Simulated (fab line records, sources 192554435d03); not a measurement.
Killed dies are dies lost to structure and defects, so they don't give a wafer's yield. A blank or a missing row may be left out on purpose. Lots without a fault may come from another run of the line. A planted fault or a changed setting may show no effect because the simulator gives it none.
fab line records | flow n5_finfet
record lots=5 wafers=14 last_day=17
route steps=1938 shown DUMMY_GATE@255 SPACER0@258 SD_EPI_N@262 PASSIVATION@1936
lots that met no fault: from a run of the same line without faults
start_h: hours from the record's first day to the start of the lot's first wafer shown | wait_h: hours since the lot's step before | " the same as in the row above | L1.1+2: a row that stands for several wafers | - no value, or no start given | * or withheld: withheld | < > ~ a bound
route shown NAME@n: a module of which the file shows steps, and the number in the route of the first | usual: mean/standard deviation of fault-free wafers | same: alike in all rows | chamber/n: place in a boat | sites: the reading at each site | _std_site: their standard deviation | _edge_site: outer sites' mean less inner sites' | radius_mm: how far each site lies from the wafer's centre | mask NAME#n: copy n | behind: the tool/chamber that last shaped the wafer | hold: why the lot was held/for how many hours/how that ended | device: the transistor (n, p or np) that didn't switch | end of line: the same wafers' tests at the end of the route | a step without rows: its recipe alone | killed: dies lost to structure and defects at the first sort, not the wafer's yield | map: a wafer's dies, x killed, . not, _ none there
set.NAME: the setting as run; set.NAME@STEP: as run at that earlier step | model.NAME: the simulator's own value behind a step, which no gauge read
lots at some steps of the route; a table a step, a row a wafer
services: from which hour (start_h, from the record's first day; less than 0 if before it) a tool's chamber was out of use, for how many hours, and why
## steps
# step N5_DUMMY_GATE_SRD_26
# recipe dry=ipa_marangoni time_s=30 temp_c=23 rinse_liquid=diw
# step N5_DUMMY_GATE_UV_OZONE_45
# recipe time_s=120 pressure_torr=760 temp_c=25
# step N5_SPACER0_ALD_07
# recipe material=SiNx target_thk_a=20 temp_c=400 ald_precursor_family=SiH2I2 ald_co_reactant=N2/H2-plasma pressure_torr=2
# step N5_SPACER0_ALD_00
# recipe material=SiOCN target_thk_a=35 temp_c=400 ald_precursor_family=alkyl-aminosilane ald_co_reactant=O2/N2-plasma pulse_time_s=3 purge_time_s=2 co_reactant_purge_time_s=2 ald_cycles=58 pressure_torr=2
# step N5_SPACER0_ALD_08
# recipe material=SiNx target_thk_a=20 temp_c=400 ald_precursor_family=SiH2I2 ald_co_reactant=N2/H2-plasma pressure_torr=2
# step N5_SD_EPI_N_COAT_32
# recipe resist=SOC temp_c=250 time_s=60 spin_rpm=1500 resist_thk_nm=350
# step N5_SD_EPI_N_COAT_33
# recipe resist=SiARC temp_c=220 time_s=60 spin_rpm=1500 resist_thk_nm=35
# step N5_SD_EPI_N_COAT_03
# recipe resist=CAR-ArF-block spin_rpm=1500 resist_thk_nm=150
# step N5_SD_EPI_N_EBR_05
# recipe solvent=PGMEA ebr_width_mm=1.5
# step N5_SD_EPI_N_SOFTBAKE_04
# recipe temp_c=110 time_s=60 resist=CAR-ArF-block
# step N5_SD_EPI_N_EXPOSE_06
# recipe mask_id=SD_N_BLK na=1.35 source_shape=conventional sigma_outer=0.8 polarization=unpolarized target_cd_nm=120 dose_mj=39.75
# columns lot.wafer tool chamber start_h wait_h mask
L893.2+4+5 arfi_scanner-03 0 80.88 - SD_N_BLK#0
L900.2+4+6 arfi_scanner-03 0 122.55 - SD_N_BLK#0
L905.2+5 arfi_scanner-03 0 153.09 - SD_N_BLK#0
L907.1+2+5 arfi_scanner-03 0 165.35 - SD_N_BLK#0
L909.1+5+6 arfi_scanner-02 0 174.05 - SD_N_BLK#0
# step N5_SD_EPI_N_PEB_07
# recipe peb_temp_c=110 peb_time_s=60 resist=CAR-ArF-block
# step N5_SD_EPI_N_DEVELOP_08
# recipe develop_time_s=30 developer=TMAH resist=CAR-ArF-block dev_temp_c=23 rinse_liquid=diw dry=air_spin
# step N5_SD_EPI_N_CD_MEAS_09
# recipe target_cd_nm=120 landing_energy_ev=500 detector=se_inlens
# usual cd_nm=119.8/0.7
# columns lot.wafer tool chamber start_h wait_h cd_nm
L893.2 cd_sem-01 0 81.00 - 118.9
L893.4 " 0 " " 120.6
L893.5 " 0 " " 120.7
L900.2 cd_sem-03 0 122.67 - 107.8
L900.4 " 0 " " 119.7
L900.6 " 0 " " 109.7
L905.2 cd_sem-02 0 153.21 - 109.8
L905.5 " 0 " " 120.1
L907.1 cd_sem-02 0 165.48 - 119.9
L907.2 " 0 " " 111.7
L907.5 " 0 " " 119.0
L909.1 cd_sem-03 0 174.18 - 119.1
L909.5 " 0 " " 118.6
L909.6 " 0 " " 119.3
# step N5_SD_EPI_N_DESCUM_14
# recipe chemistry=O2 time_s=7.9 source_power_w=50 bias_power_w=20 pressure_mtorr=20 rf_frequency_hz=2.712e+07 temp_c=40 resist=CAR-ArF-block o2_flow_sccm=225
# usual bias_power_w=19.99/0.058 drypump_motor_current_A=5.8/0.57 oes_product_au=0.81/0.096 rf_vpp_V=242.6/1 showerhead_plenum_p_Torr=2.06/0.051 temp_c=40.00/0.1 throttle_valve_pct=20.39/0.26
# columns lot.wafer tool chamber start_h wait_h bias_power_w drypump_motor_current_A oes_product_au rf_hours_counter_h rf_vpp_V showerhead_plenum_p_Torr temp_c throttle_valve_pct model.SD_EPI_N.cd_nm
L893.2 rie_diel-02 0 81.08 0.0 19.99 5.1 0.95 16 241.2 2.07 39.87 20.36 118.8
L893.4 " 0 " " 19.92 5.1 0.94 - 242.9 2.07 39.68 20.36 120.6
L893.5 " 3 " " 20.07 6.0 0.73 - 243.8 2.07 40.07 20.52 120.6
L900.2 rie_diel-06 3 122.87 0.1 19.98 6.5 0.74 156 244.9 2.18 40.00 20.59 107.8
L900.4 " 2 " " 20.04 6.2 0.99 4 242.8 2.06 40.01 20.38 120
L900.6 " 2 " " 20.00 6.2 0.99 - 241.7 2.06 40.03 20.38 109.6
L905.2 rie_diel-02 2 153.29 0.0 19.95 6.2 0.79 82 242.6 2.04 39.96 20.44 109.8
L905.5 " 3 " " 19.84 6.0 0.70 - 242.8 2.06 40.00 20.56 120
L907.1 rie_diel-02 2 165.57 0.0 20.12 6.2 0.81 86 241.4 2.04 40.00 20.45 119.8
L907.2 " 3 " " 20.11 6.0 0.70 217 243.1 2.06 39.84 20.59 111.6
L907.5 " 0 " " 19.98 5.0 0.91 - 243.4 2.06 40.10 20.39 119.2
L909.1 rie_diel-06 3 174.61 0.4 19.94 6.4 0.73 178 243.0 2.17 40.11 20.62 119.4
L909.5 " 0 " " 20.01 4.9 0.70 - 240.8 1.98 39.76 20.87 118.4
L909.6 " 3 " " 19.96 6.4 0.73 - 244.4 2.17 40.17 20.61 119.2
# step N5_SD_EPI_N_ETCH_34
# recipe chemistry=CF4 target=SiARC target_depth_a=455 mask_material=CAR-ArF-block time_s=75.8 ion_energy_ev=80 pressure_mtorr=40 source_w=545 bias_w=36 Ar_flow_sccm=100 cf4_flow_sccm=100 ends=cleared
# step N5_SD_EPI_N_ETCH_35
# recipe chemistry=N2/H2 target=SOC overetch_a=1080 mask_material=SiARC temp_c=40 ion_energy_ev=100 source_w=3000 bias_w=133 pressure_mtorr=20 time_s=486 n2_flow_sccm=200 h2_flow_sccm=200
# step N5_SD_EPI_N_STRIP_36
# recipe chemistry=N2/H2 temp_c=40 n2_flow_sccm=200 h2_flow_sccm=200 rf_frequency_hz=6e+07
# step N5_SD_EPI_N_ETCHBACK_44
# recipe chemistry=CH3F/O2 mode=anisotropic_etchback target=SiNx target_depth_a=145 stop_on=SiO2 over_etch_frac=0.3 ion_energy_ev=120 pressure_mtorr=30 source_w=395 bias_w=73 Ar_flow_sccm=150 CH3F_flow_sccm=30 O2_flow_sccm=20
# step N5_SD_EPI_N_ETCH_45
# recipe chemistry=CH3F/O2 target=SiOCN target_depth_a=60 mask_material=SOC ion_energy_ev=60 bias_w=29 pressure_mtorr=15 source_w=410 Ar_flow_sccm=150 CH3F_flow_sccm=30 O2_flow_sccm=20
# step N5_SD_EPI_N_ETCH_16
# recipe chemistry=CHF3/O2 target=SiO2 target_depth_a=50 mask_material=SOC pressure_mtorr=30 source_w=650 bias_w=170 Ar_flow_sccm=200 CHF3_flow_sccm=50 O2_flow_sccm=5 ion_energy_ev=200
# step N5_SD_EPI_N_STRIP_47
# recipe chemistry=CHF3/O2 resist=SiARC rf_frequency_hz=6e+07
# step N5_SD_EPI_N_SD_RECESS_17
# recipe chemistry=HBr/Cl2/O2 target_depth_a=410 mask_material=SOC time_s=23.7 bt_time_s=3 pressure_mtorr=10 icp_w=800 bias_w=112 HBr_flow_sccm=150 Cl2_flow_sccm=80 O2_flow_sccm=12
# usual drypump_motor_current_A=5.9/0.35 mfc_cl2_sccm=79.98/0.26 oes_product_au=0.999/0.015 throttle_valve_pct=37.07/0.26
# columns lot.wafer tool chamber start_h wait_h drypump_motor_current_A mfc_cl2_sccm oes_product_au rf_hours_counter_h throttle_valve_pct model.SD_EPI_N.cd_nm
L893.2 rie_si-04 3 81.77 0.0 5.8 80.49 0.994 51 37.14 118.4
L893.4 " 1 " " 5.5 79.69 1.012 - 37.30 120.6
L893.5 " 0 " " 6.0 79.98 1.001 - 37.42 121.2
L900.2 rie_si-04 2 123.56 0.0 5.9 79.74 1.015 0 37.18 107.6
L900.4 " 1 " " 5.5 80.04 1.009 44 37.29 121.6
L900.6 " 0 " " 6.0 80.04 0.998 - 37.41 111.2
L905.2 rie_si-02 0 153.98 0.0 6.2 79.82 0.988 103 36.74 110
L905.5 " 3 " " 5.6 80.04 0.971 - 37.01 120.8
L907.1 rie_si-05 3 166.25 0.0 5.6 79.90 0.979 49 36.73 120.8
L907.2 " 0 " " 5.7 79.72 1.004 87 36.73 112
L907.5 " 3 " " 5.6 80.23 0.981 - 36.75 119.4
L909.1 rie_si-02 2 175.30 0.0 6.0 79.49 1.010 116 37.29 119.2
L909.5 " 0 " " 6.2 79.72 0.983 - 36.75 117.4
L909.6 " 3 " " 5.6 79.93 0.977 - 37.01 119.6
# step N5_SD_EPI_N_STRIP_38
# recipe chemistry=N2/H2 power_w=1000 temp_c=250 h2_frac=0.65 overash_fraction=0.3 pressure_mtorr=withheld n2_flow_sccm=1750 h2_flow_sccm=3250
# step N5_PASSIVATION_PROBE_49
# usual killed_at_M0_to_M3=36/10 killed_at_M4_up=13/5.5 killed_at_contacts=12/5.6 killed_at_front_end=42/12 killed_at_other=4/3.2 killed_dies=108/18 killed_open=71/13 killed_short=34/7.8
# same gross_dies=1180 killed_at_back_side=0
# columns lot.wafer tool chamber start_h wait_h killed_at_M0_to_M3 killed_at_M4_up killed_at_contacts killed_at_front_end killed_at_other killed_dies killed_open killed_short
L900.2 prober-02 - 336.88 0.1 31 14 9 60 3 117 74 34
L905.2 prober-02 - 380.91 0.1 54 13 13 28 13 121 79 40
# killed by level:class
L900.2 STI_FIN_REVEAL:geometric_particle:open=15 DUMMY_GATE:geometric_particle:open=15 BEOL_M0_SAQP:geometric_particle:short=10 SD_EPI_N:area_expose=9 FIN_SAQP:geometric_particle:short=7 BEOL_M1:geometric_particle:open=7 BEOL_M0_SAQP:geometric_particle:open=7 MOL_CONTACT_COAG:geometric_particle:open=6
L905.2 BEOL_M3:geometric_particle:open=18 BEOL_M0_SAQP:geometric_particle:short=15 STI_FIN_REVEAL:geometric_particle:open=10 MOL_CONTACT_COAG:geometric_particle:open=10 BEOL_M0_SAQP:geometric_particle:open=10 DUMMY_GATE:geometric_particle:open=6 BEOL_M1:geometric_particle:open=6 MIM_TOP:geometric_particle:short=5
## services
# columns tool chamber start_h hours kind
rie_si-04 - 56.92 15.6 pm
arfi_scanner-03 - 57.57 1.2 repair
arfi_scanner-03 - 65.11 0.4 repair
arfi_scanner-02 - 67.32 4.9 pm
rie_si-04 2 72.52 - clean
rie_si-04 2 72.52 25.6 scheduled_down
rie_si-04 2 72.52 25.6 vent_cycle
rie_diel-02 1 74.76 - clean
rie_diel-02 1 74.76 - consumable_replace:focus_ring
rie_diel-02 1 74.76 16.1 scheduled_down
rie_diel-02 1 74.76 16.1 vent_cycle
arfi_scanner-02 - 77.11 1.0 pm
arfi_scanner-02 - 78.11 1.3 pm
arfi_scanner-03 - 85.97 1.0 pm
rie_diel-06 2 89.66 4.8 repair
rie_diel-02 0 126.72 16.1 repair
rie_si-05 - 130.48 14.6 pm
arfi_scanner-03 0 134.26 - calibration
rie_diel-06 1 151.02 - clean
rie_diel-06 1 151.02 - consumable_replace:focus_ring
rie_diel-06 1 151.02 - consumable_replace:showerhead
rie_diel-06 1 151.02 25.5 scheduled_down
arfi_scanner-03 - 158.52 0.8 pm
arfi_scanner-03 - 175.30 1.3 pm
## key
first_sign step=N5_SD_EPI_N_CD_MEAS_09 reading=cd_nm direction=down sigmas=14 usual=119.8 struck=109.7
effect none on later readings
model_effect step=N5_SD_EPI_N_DESCUM_14 value=SD_EPI_N.cd_nm without=119.7 struck=109.7
model_effect step=N5_SD_EPI_N_SD_RECESS_17 value=SD_EPI_N.cd_nm without=120.2 struck=110.2
met_at N5_SD_EPI_N_EXPOSE_06
struck_wafers L900.2,L900.6,L905.2,L907.2
tester_left_out L900,L905,L907
onset_between 80.88 122.55
fault kind=process_parameter_drift tool=arfi_scanner-03 chamber=- onset_h=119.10 steps=N5_SD_EPI_N_EXPOSE_06 channel=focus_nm offset=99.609 shape=step end_h=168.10 scope=struck_wafers_only
# tester_left_out: of these lots the tester's yield and bins aren't shown, on N5 and GAA mostly nor the transistor test; their killed dies are dies lost to structure and defects alone, not to doping, threshold or leakage, so they don't give the yield
